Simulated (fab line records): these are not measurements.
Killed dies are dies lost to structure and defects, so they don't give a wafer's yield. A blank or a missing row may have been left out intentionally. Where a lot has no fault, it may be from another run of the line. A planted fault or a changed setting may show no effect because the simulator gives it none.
fab line records	flow n5_finfet
record lots=7	wafers=39
route steps=1938 shown BEOL_M9@1419 BEOL_M12@1639
start_h: the number of hours between the record's first day and the start of the first shown wafer of the lot	wait_h: hours from the lot's prior step to this one	" same as the row above	L1.1+2: one row covering several wafers at once	- no value present, or no start provided	* or withheld: withheld	< > ~ a bound
route shown NAME@n: a module of which the file shows steps, and the number in the route of the first	usual: mean and standard deviation over wafers with no fault	same: alike in all rows	chamber/n: place in a boat	sites: each site's reading	_std_site: standard deviation across them	_edge_site: inner sites' mean taken away from outer sites' mean	radius_mm: how far each site lies from the wafer's centre	mask NAME#n: copy n	behind: the tool/chamber that last shaped the wafer	hold: cause of the lot's hold/its duration in hours/its outcome	device: transistor that didn't switch, given as n, p or np	end of line: the tests these same wafers got at the end of their route	a step without rows: its recipe alone	killed: not the wafer's yield, but the dies lost to structure and defects at the first sort	map: shows each die of a wafer: x if killed, . if not, _ if none is there
set.NAME: the setting the step ran with; set.NAME@STEP: the setting that earlier step ran with	model.NAME: the simulator's own value behind a step, which no gauge read
one table per step and one row per wafer, for lots whose settings were changed on purpose
## steps
# step N5_BEOL_M9_ETCH_62
# recipe chemistry=N2/H2	target=SOC	target_depth_a=1100	overetch_a=220	mask_material=SiARC	temp_c=40	time_s=165	ion_energy_ev=200	pressure_mtorr=30	source_w=840	bias_w=150	n2_flow_sccm=200	h2_flow_sccm=200
lot.wafer	tool	chamber	start_h	wait_h	set.time_s	model.etch.depth_nm	model.SiARC_of_BEOL_M9_COAT_60.thk_nm
L076.1	rie_diel-05	2	216.66	0.0	165	99.96	23.6
L076.2	"	1	"	"	127.9	99.03	25.4
L076.3	"	3	"	"	127.9	93.76	25.6
L076.4	"	0	"	"	165	99.89	23.6
L076.5	"	3	"	"	127.9	93.01	25.6
L076.6	"	0	"	"	165	100	23.4
L086.1	rie_diel-05	1	287.11	0.0	165	99.69	24
L086.2	"	0	"	"	165	99.78	23.6
L086.3	"	2	"	"	165	99.57	23.8
L086.4	"	3	"	"	165	99.71	24.2
L086.5	"	3	"	"	165	99.51	24.2
L086.6	"	0	"	"	165	99.56	23.4
L090.1	rie_diel-05	0	307.83	0.0	165	100.2	23.6
L090.2	"	2	"	"	92.77	71.31	26.6
L090.3	"	1	"	"	92.77	72.97	26.6
L090.4	"	3	"	"	92.77	69.26	26.6
L090.5	"	1	"	"	165	100.1	23.8
L090.6	"	2	"	"	165	100.2	23.8
L091.1	rie_diel-05	3	312.96	0.0	165	100.5	24
L091.2	"	1	"	"	135.8	100.2	24.8
L091.3	"	2	"	"	135.8	100.2	24.6
L091.4	"	0	"	"	135.8	100.4	24.6
L091.5	"	2	"	"	165	100.2	23.6
L091.6	"	3	"	"	165	100.2	24
L094.1	rie_diel-04	0	323.69	0.0	165	99.73	23.8
L094.2	"	1	"	"	165	99.52	23.4
L094.3	"	2	"	"	165	99.91	23.6
L094.4	"	3	"	"	138.9	99.54	24.2
L094.5	"	0	"	"	138.9	99.82	24.8
L094.6	"	1	"	"	138.9	99.45	24.4
L095.1	rie_diel-05	1	330.45	0.0	165	99.68	24
L095.2	"	3	"	"	165	100	24
L095.3	"	2	"	"	165	100	23.6
L095.4	"	2	"	"	199.1	100.1	22.4
L095.5	"	3	"	"	199.1	99.97	23
L095.6	"	1	"	"	199.1	99.96	22.6
L096.1	rie_diel-05	2	340.68	0.0	165	99.71	23.6
L096.4	"	3	"	"	165	99.62	24.2
L096.5	"	0	"	"	165	99.79	23.2
# step N5_BEOL_M12_TRENCH_ETCH_34
# recipe chemistry=C4F8/O2/Ar	target=SiOC	target_depth_a=3189.5	mask_material=SOC	pressure_mtorr=30	source_w=3000	bias_w=700	Ar_flow_sccm=400	C4F8_flow_sccm=15	O2_flow_sccm=8	he_inner_torr=15	he_outer_torr=30	time_s=125.5	ion_energy_ev=250
lot.wafer	tool	chamber	start_h	wait_h	set.target_depth_a	model.etch.depth_nm
L076.1	rie_diel-02	3	242.18	0.0	3189.5	323.1
L076.2	"	1	"	"	1717	171.8
L076.3	"	0	"	"	1717	164.1
L076.4	"	2	"	"	3189.5	316.9
L076.5	"	0	"	"	3189.5	306.7
L076.6	"	1	"	"	1717	171.5
L086.1	rie_diel-02	3	312.34	0.0	3189.5	318.7
L086.2	"	1	"	"	3189.5	313.8
L086.3	"	2	"	"	3189.5	318.2
L086.4	"	1	"	"	3189.5	311.6
L086.5	"	3	"	"	3189.5	321.8
L086.6	"	2	"	"	3189.5	320
L090.1	rie_diel-06	0	329.57	0.0	2437	232.7
L090.2	"	3	"	"	2437	239.3
L090.3	"	1	"	"	3189.5	309.9
L090.4	"	2	"	"	3189.5	312.9
L090.5	"	0	"	"	3189.5	305.9
L090.6	"	1	"	"	2437	237.7
L091.1	rie_diel-06	0	334.31	0.0	3189.5	314.1
L091.2	"	3	"	"	3189.5	317.5
L091.3	"	1	"	"	3189.5	315.3
L091.4	"	2	"	"	3189.5	319.8
L091.5	"	2	"	"	3189.5	320.4
L091.6	"	1	"	"	3189.5	317.4
L094.1	rie_diel-03	0	346.29	0.0	4596	460.7
L094.2	"	3	"	"	3189.5	323
L094.3	"	2	"	"	4596	459.7
L094.4	"	1	"	"	3189.5	307.8
L094.5	"	3	"	"	3189.5	321.9
L094.6	"	0	"	"	4596	462.4
L095.1	rie_diel-06	3	356.80	0.0	3189.5	314.6
L095.2	"	2	"	"	3189.5	317.8
L095.3	"	1	"	"	3714	368.3
L095.4	"	0	"	"	3714	359.2
L095.5	"	0	"	"	3189.5	310.9
L095.6	"	1	"	"	3714	366.8
L096.1	rie_diel-06	0	364.98	0.0	3189.5	308.4
L096.4	"	2	"	"	3189.5	319.2
L096.5	"	0	"	"	3189.5	308
# step N5_BEOL_M12_STRIP_70
# recipe chemistry=C4F8/O2/Ar	resist=SiARC	rf_frequency_hz=6e+07
# step N5_BEOL_M12_OCD_MEAS_35
# usual trench_depth_nm=316/5.2
lot.wafer	tool	chamber	start_h	wait_h	set.target_depth_a@BEOL_M12_TRENCH_ETCH_34	trench_depth_nm
L076.1	ocd-02	-	242.34	0.0	3189.5	323
L076.2	"	-	"	"	1717	172
L076.3	"	-	"	"	1717	164
L076.4	"	-	"	"	3189.5	317
L076.5	"	-	"	"	3189.5	307
L076.6	"	-	"	"	1717	171
L086.1	ocd-01	-	312.49	0.0	3189.5	318
L086.2	"	-	"	"	3189.5	314
L086.3	"	-	"	"	3189.5	319
L086.4	"	-	"	"	3189.5	312
L086.5	"	-	"	"	3189.5	322
L086.6	"	-	"	"	3189.5	320
L090.1	ocd-01	-	329.72	0.0	2437	233
L090.2	"	-	"	"	2437	-
L090.3	"	-	"	"	3189.5	-
L090.4	"	-	"	"	3189.5	-
L090.5	"	-	"	"	3189.5	306
L090.6	"	-	"	"	2437	238
L091.1	ocd-01	-	334.46	0.0	3189.5	314
L091.2	"	-	"	"	3189.5	317
L091.3	"	-	"	"	3189.5	315
L091.4	"	-	"	"	3189.5	320
L091.5	"	-	"	"	3189.5	320
L091.6	"	-	"	"	3189.5	317
L094.1	ocd-01	-	346.45	0.0	4596	461
L094.2	"	-	"	"	3189.5	323
L094.3	"	-	"	"	4596	460
L094.4	"	-	"	"	3189.5	308
L094.5	"	-	"	"	3189.5	322
L094.6	"	-	"	"	4596	462
L095.1	ocd-02	-	356.95	0.0	3189.5	314
L095.2	"	-	"	"	3189.5	318
L095.3	"	-	"	"	3714	368
L095.4	"	-	"	"	3714	359
L095.5	"	-	"	"	3189.5	311
L095.6	"	-	"	"	3714	367
L096.1	ocd-02	-	365.13	0.0	3189.5	308
L096.4	"	-	"	"	3189.5	319
L096.5	"	-	"	"	3189.5	308
# step N5_BEOL_M12_STRIP_37
# recipe chemistry=N2/H2	power_w=1000	temp_c=250	h2_frac=0.65	overash_fraction=0.3	pressure_mtorr=withheld	n2_flow_sccm=1750	h2_flow_sccm=3250
# step N5_BEOL_M12_ETCH_38
# recipe chemistry=CF4/N2	target=SiCN	target_depth_a=687	taper_deg=2	time_s=73.4	ion_energy_ev=150	mask_material=SiO2	pressure_mtorr=40	source_w=430	bias_w=70	Ar_flow_sccm=100	cf4_flow_sccm=60	n2_flow_sccm=60
# step N5_BEOL_M12_ECD_47
# recipe material=Cu	target_thk_a=7200
# step N5_BEOL_M12_ANNEAL_48
# recipe temp_c=225	time_s=90	ambient=N2
# step N5_BEOL_M12_CMP_49
# recipe stop_on=SiOC	t_overpolish_s=20.6	down_force_psi=1	platen_rpm=50	clearing_platen_down_force_psi=1.5	clearing_platen_rpm=50	post_cmp_clean=cu_alkaline	target_thk_nm=320	clearing_platen_pad_velocity_m_s=0.99484	pad_velocity_m_s=0.99484
lot.wafer	tool	chamber	start_h	wait_h	set.target_depth_a@BEOL_M12_TRENCH_ETCH_34	model.Cu_of_BEOL_M12_ECD_47.thk_nm
L076.4	cmp-04	0	245.40	0.1	3189.5	321
L076.2	"	1	"	"	1717	174
L076.3	"	2	"	"	1717	167
L076.1	"	3	"	"	3189.5	323.8
L076.5	"	0	"	"	3189.5	309.4
L076.6	"	1	"	"	1717	172.6
L086.4	cmp-01	1	314.26	0.1	3189.5	312.8
L086.3	"	2	"	"	3189.5	321.6
L086.2	"	3	"	"	3189.5	318.4
L086.1	"	0	"	"	3189.5	320.4
L086.5	"	1	"	"	3189.5	323
L086.6	"	2	"	"	3189.5	323.4
L090.4	cmp-04	0	331.65	0.1	3189.5	314.6
L090.1	"	1	"	"	2437	234
L090.2	"	2	"	"	2437	240.8
L090.3	"	3	"	"	3189.5	309.4
L090.6	"	0	"	"	2437	239.4
L090.5	"	1	"	"	3189.5	306.4
L091.1+2	cmp-03	3,2	342.14	0.3	3189.5	314.8
L091.4	"	0	"	"	3189.5	320.6
L091.3	"	1	"	"	3189.5	313.6
L091.5	"	3	"	"	3189.5	321
L091.6	"	0	"	"	3189.5	316.4
L094.2	cmp-04	0	350.10	0.2	3189.5	324.4
L094.1	"	1	"	"	4596	462
L094.3	"	2	"	"	4596	463
L094.4	"	3	"	"	3189.5	309
L094.6	"	0	"	"	4596	464.2
L094.5	"	1	"	"	3189.5	322.4
L095.3	cmp-04	3	360.26	0.2	3714	369.2
L095.4	"	0	"	"	3714	361.6
L095.2	"	1	"	"	3189.5	319.8
L095.1	"	2	"	"	3189.5	316
L095.5	"	3	"	"	3189.5	313.2
L095.6	"	0	"	"	3714	368.8
L096.4	cmp-01	2	370.32	0.1	3189.5	322.8
L096.1	"	1	"	"	3189.5	310.2
L096.5	"	3	"	"	3189.5	311.8
# step N5_BEOL_M12_THK_MEAS_50
# recipe thk_meas_gauge=xrf	reads=Cu_of_BEOL_M12_ECD_47
# usual M12_THK=323/5.5
lot.wafer	tool	chamber	start_h	wait_h	set.target_depth_a@BEOL_M12_TRENCH_ETCH_34	M12_THK[nm]
L076.1	film_metro-02	-	245.69	-	3189.5	328
L076.2	"	-	"	"	1717	176
L076.3	"	-	"	"	1717	168
L076.4	"	-	"	"	3189.5	324
L076.5	"	-	"	"	3189.5	315
L076.6	"	-	"	"	1717	174
L086.1	film_metro-02	-	314.55	-	3189.5	325
L086.2	"	-	"	"	3189.5	323
L086.3	"	-	"	"	3189.5	326
L086.4	"	-	"	"	3189.5	318
L086.5	"	-	"	"	3189.5	328
L086.6	"	-	"	"	3189.5	329
L090.1	film_metro-02	-	331.95	-	2437	238
L090.2	"	-	"	"	2437	-
L090.3	"	-	"	"	3189.5	-
L090.4	"	-	"	"	3189.5	-
L090.5	"	-	"	"	3189.5	313
L090.6	"	-	"	"	2437	245
L091.1	film_metro-01	-	342.44	-	3189.5	322
L091.2	"	-	"	"	3189.5	323
L091.3	"	-	"	"	3189.5	320
L091.4	"	-	"	"	3189.5	327
L091.5	"	-	"	"	3189.5	328
L091.6	"	-	"	"	3189.5	324
L094.1	film_metro-02	-	350.40	-	4596	473
L094.2	"	-	"	"	3189.5	332
L094.3	"	-	"	"	4596	474
L094.4	"	-	"	"	3189.5	318
L094.5	"	-	"	"	3189.5	330
L094.6	"	-	"	"	4596	477
L095.1	film_metro-02	-	360.55	-	3189.5	320
L095.2	"	-	"	"	3189.5	324
L095.3	"	-	"	"	3714	374
L095.4	"	-	"	"	3714	368
L095.5	"	-	"	"	3189.5	316
L095.6	"	-	"	"	3714	375
L096.1	film_metro-02	-	370.61	-	3189.5	317
L096.4	"	-	"	"	3189.5	328
L096.5	"	-	"	"	3189.5	319
# step N5_BEOL_M12_PRE_CLEAN_52
# recipe gas=NH3	time_s=15	temp_c=withheld	rf_power_w=300
# step N5_BEOL_M12_DEP_53
# recipe material=SiCN	target_thk_a=300	temp_c=withheld	precursor=3MS/NH3	pressure_torr=3	rf_w=675	time_s=10.5
# step N5_BEOL_M12_RS_MEAS_54
# recipe thk_meas_gauge=four-point-probe	reads=Cu_of_BEOL_M12_ECD_47+Ta_of_BEOL_M12_SPUTTER_44+TaN_of_BEOL_M12_SPUTTER_43
# usual M12_RS=0.0606/0.0011
lot.wafer	tool	chamber	start_h	wait_h	set.target_depth_a@BEOL_M12_TRENCH_ETCH_34	M12_RS[ohm/sq]
L076.1	film_metro-01	-	245.82	0.0	3189.5	0.0593
L076.2	"	-	"	"	1717	0.1147
L076.3	"	-	"	"	1717	0.1199
L076.4	"	-	"	"	3189.5	0.0599
L076.5	"	-	"	"	3189.5	0.0621
L076.6	"	-	"	"	1717	0.1157
L086.1	film_metro-01	-	314.68	0.0	3189.5	0.0600
L086.2	"	-	"	"	3189.5	0.0603
L086.3	"	-	"	"	3189.5	0.0597
L086.4	"	-	"	"	3189.5	0.0614
L086.5	"	-	"	"	3189.5	0.0594
L086.6	"	-	"	"	3189.5	0.0593
L090.1	film_metro-01	-	332.07	0.0	2437	0.0835
L090.2	"	-	"	"	2437	-
L090.3	"	-	"	"	3189.5	-
L090.4	"	-	"	"	3189.5	-
L090.5	"	-	"	"	3189.5	0.0628
L090.6	"	-	"	"	2437	0.0813
L091.1	film_metro-01	-	342.59	0.1	3189.5	0.0609
L091.2	"	-	"	"	3189.5	0.0611
L091.3	"	-	"	"	3189.5	0.0613
L091.4	"	-	"	"	3189.5	0.0599
L091.5	"	-	"	"	3189.5	0.0597
L091.6	"	-	"	"	3189.5	0.0607
L094.1	film_metro-01	-	350.52	0.0	4596	0.0410
L094.2	"	-	"	"	3189.5	0.0591
L094.3	"	-	"	"	4596	0.0408
L094.4	"	-	"	"	3189.5	0.0623
L094.5	"	-	"	"	3189.5	0.0594
L094.6	"	-	"	"	4596	0.0407
L095.1	film_metro-02	-	360.68	0.0	3189.5	0.0607
L095.2	"	-	"	"	3189.5	0.0600
L095.3	"	-	"	"	3714	0.0516
L095.4	"	-	"	"	3714	0.0529
L095.5	"	-	"	"	3189.5	0.0613
L095.6	"	-	"	"	3714	0.0517
L096.1	film_metro-02	-	370.75	0.0	3189.5	0.0619
L096.4	"	-	"	"	3189.5	0.0595
L096.5	"	-	"	"	3189.5	0.0615
## key
split step=N5_BEOL_M9_ETCH_62	setting=time_s	stated=165	by=wafer
response step=N5_BEOL_M9_ETCH_62	reading=model.etch.depth_nm	shape=bent	at_lowest=71.18	at_stated=99.87	at_highest=100
response step=N5_BEOL_M9_ETCH_62	reading=model.SiARC_of_BEOL_M9_COAT_60.thk_nm	change=-0.0654	per=1%	r=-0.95
split step=N5_BEOL_M12_TRENCH_ETCH_34	setting=target_depth_a	stated=3189.5	by=wafer
response step=N5_BEOL_M12_TRENCH_ETCH_34	reading=model.etch.depth_nm	change=+3.19	per=1%	r=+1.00
response step=N5_BEOL_M12_OCD_MEAS_35	reading=trench_depth_nm	change=+3.19	per=1%	r=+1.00
response step=N5_BEOL_M12_CMP_49	reading=model.Cu_of_BEOL_M12_ECD_47.thk_nm	change=+3.2	per=1%	r=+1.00
response step=N5_BEOL_M12_THK_MEAS_50	reading=M12_THK	change=+3.27	per=1%	r=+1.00
response step=N5_BEOL_M12_RS_MEAS_54	reading=M12_RS	change=-0.000828	per=1%	r=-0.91
